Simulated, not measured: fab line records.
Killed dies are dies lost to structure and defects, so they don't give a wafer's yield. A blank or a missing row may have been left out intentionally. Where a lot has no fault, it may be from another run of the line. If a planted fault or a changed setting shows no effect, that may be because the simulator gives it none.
Lot-split experiment + flow n5Finfet + 7 lots, 39 wafers read, on a route of 1938 steps

== ON THE SPLIT ==
At N5_DUMMY_GATE_EXPOSE_12 (exposes mask GATE, target cd 25 nm), the setting doseMj was moved away from the recipe's 34 on 15 of the 39 wafers read, by -7.1% to +7.7%. The other wafers ran this setting at the recipe's value.

== FROM THE SPLIT TO THE READING: what the file shows between them, 2 steps ==
- N5_DUMMY_GATE_PEB_13: peb time 60 s
- N5_DUMMY_GATE_DEVELOP_14: develop time 30 s

== THE READING ==
cdNm at N5_DUMMY_GATE_CD_MEAS_15, given in nm (cd target 25.8 nm). On this fab line, fault-free wafers typically give 24.95 nm with a standard deviation of 0.28 nm.

| wafer  | tool, chamber at the split | doseMj as run | against the recipe | cdNm, nm | against lot-mates on the recipe |
|--------|----------------------------|---------------|--------------------|----------|---------------------------------|
| L075.1 | euvScanner-02, 0           | 34            | recipe             | 24.61    | -                               |
| L075.2 | euvScanner-02, 0           | 33.25         | -2.2%              | 25.13    | +0.28                           |
| L075.3 | euvScanner-02, 0           | 34            | recipe             | 25.04    | -                               |
| L075.4 | euvScanner-02, 0           | 33.25         | -2.2%              | 25.59    | +0.74                           |
| L075.5 | euvScanner-02, 0           | 33.25         | -2.2%              | 25.27    | +0.42                           |
| L075.6 | euvScanner-02, 0           | 34            | recipe             | 24.91    | -                               |
| L076.1 | euvScanner-01, 0           | 34            | recipe             | 25.20    | -                               |
| L076.2 | euvScanner-01, 0           | 31.59         | -7.1%              | 25.64    | +0.63                           |
| L076.3 | euvScanner-01, 0           | 34            | recipe             | 25.07    | -                               |
| L076.4 | euvScanner-01, 0           | 31.59         | -7.1%              | 26.16    | +1.15                           |
| L076.5 | euvScanner-01, 0           | 34            | recipe             | 24.75    | -                               |
| L076.6 | euvScanner-01, 0           | 31.59         | -7.1%              | 26.67    | +1.66                           |
| L086.1 | euvScanner-01, 0           | 34            | recipe             | 25.19    | -                               |
| L086.2 | euvScanner-01, 0           | 36.18         | +6.4%              | 24.11    | -0.84                           |
| L086.3 | euvScanner-01, 0           | 34            | recipe             | 24.88    | -                               |
| L086.4 | euvScanner-01, 0           | 36.18         | +6.4%              | 23.87    | -1.08                           |
| L086.5 | euvScanner-01, 0           | 36.18         | +6.4%              | 24.15    | -0.80                           |
| L086.6 | euvScanner-01, 0           | 34            | recipe             | 24.77    | -                               |
| L089.1 | euvScanner-02, 0           | 34            | recipe             | 24.51    | -                               |
| L089.2 | euvScanner-02, 0           | 34            | recipe             | 24.90    | -                               |
| L089.3 | euvScanner-02, 0           | 34            | recipe             | 24.37    | -                               |
| L089.4 | euvScanner-02, 0           | 34            | recipe             | 24.74    | -                               |
| L089.5 | euvScanner-02, 0           | 34            | recipe             | 24.98    | -                               |
| L089.6 | euvScanner-02, 0           | 34            | recipe             | 24.77    | -                               |
| L091.1 | euvScanner-02, 0           | 34            | recipe             | 25.13    | -                               |
| L091.2 | euvScanner-02, 0           | 36.61         | +7.7%              | 23.86    | -1.02                           |
| L091.3 | euvScanner-02, 0           | 36.61         | +7.7%              | 23.21    | -1.67                           |
| L091.4 | euvScanner-02, 0           | 34            | recipe             | 24.75    | -                               |
| L091.5 | euvScanner-02, 0           | 34            | recipe             | 24.77    | -                               |
| L091.6 | euvScanner-02, 0           | 36.61         | +7.7%              | 23.51    | -1.37                           |
| L092.1 | euvScanner-01, 0           | 34.89         | +2.6%              | 24.54    | -0.30                           |
| L092.2 | euvScanner-01, 0           | 34.89         | +2.6%              | 24.34    | -0.50                           |
| L092.3 | euvScanner-01, 0           | 34            | recipe             | 25.07    | -                               |
| L092.4 | euvScanner-01, 0           | 34.89         | +2.6%              | 24.12    | -0.72                           |
| L092.5 | euvScanner-01, 0           | 34            | recipe             | 24.64    | -                               |
| L092.6 | euvScanner-01, 0           | 34            | recipe             | 24.82    | -                               |
| L093.1 | euvScanner-02, 0           | 34            | recipe             | 24.65    | -                               |
| L093.2 | euvScanner-02, 0           | 34            | recipe             | 25.10    | -                               |
| L093.5 | euvScanner-02, 0           | 34            | recipe             | 25.05    | -                               |

FIT RESULTS
A straight line over all 39 wafers: cdNm changes by -0.168 nm for each +1% of doseMj; r = -0.92; the points scatter about the line by 0.25 nm.
The same after taking each lot's own level away (the mean of its wafers on the recipe; 39 wafers): -0.165 nm for each +1%; r = -0.93; scatter 0.23 nm.
On that fit, the largest move of doseMj shifts the reading by 1.3 nm.
Measured against the standard deviation above, the lots' own levels, which go from 24.712 to 25.007 nm, span 1.1 times it.
Hence the lot-to-lot level has little effect on the slope; both slopes agree.
Check: with one of the wafers moved furthest among these (+7.7%) left out of the fit, the line predicts -1.3 nm for it against its lot-mates. Against them it came out at -1.02 nm.

== THE OTHER SPLITS THESE WAFERS WENT THROUGH ==
These wafers also went through other splits before the reading. Each is held against what the fit with the lots' levels taken away leaves over:
| other split on the same wafers      | wafers away from the commonest value | r with cdNm (lot level and that fit taken away) |
|-------------------------------------|--------------------------------------|-------------------------------------------------|
| N5_FIN_CUT_CUT_ETCH_26 targetDepthA | 18                                   | -0.09                                           |

== THE WHOLE CHAIN: every reading that the file lists as answering this split, in the file's order ==
| step                     | what it does                             | reading                                                          | change (the file's fit)               | r (the file's) |
|--------------------------|------------------------------------------|------------------------------------------------------------------|---------------------------------------|----------------|
| N5_DUMMY_GATE_CD_MEAS_15 | target cd 25.8 nm                        | cdNm                                                             | -0.165 nm for each +1% of the setting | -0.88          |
| N5_DUMMY_GATE_TRIM_49    | chemistry O2, time 29 s, target cd 14 nm | DUMMY_GATE.cdNm (the simulator's own value, which no gauge read) | -0.213 nm for each +1% of the setting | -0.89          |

== THE FILE'S OWN FIT ==
cdNm changes by -0.165 nm for each +1% of doseMj, r = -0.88.
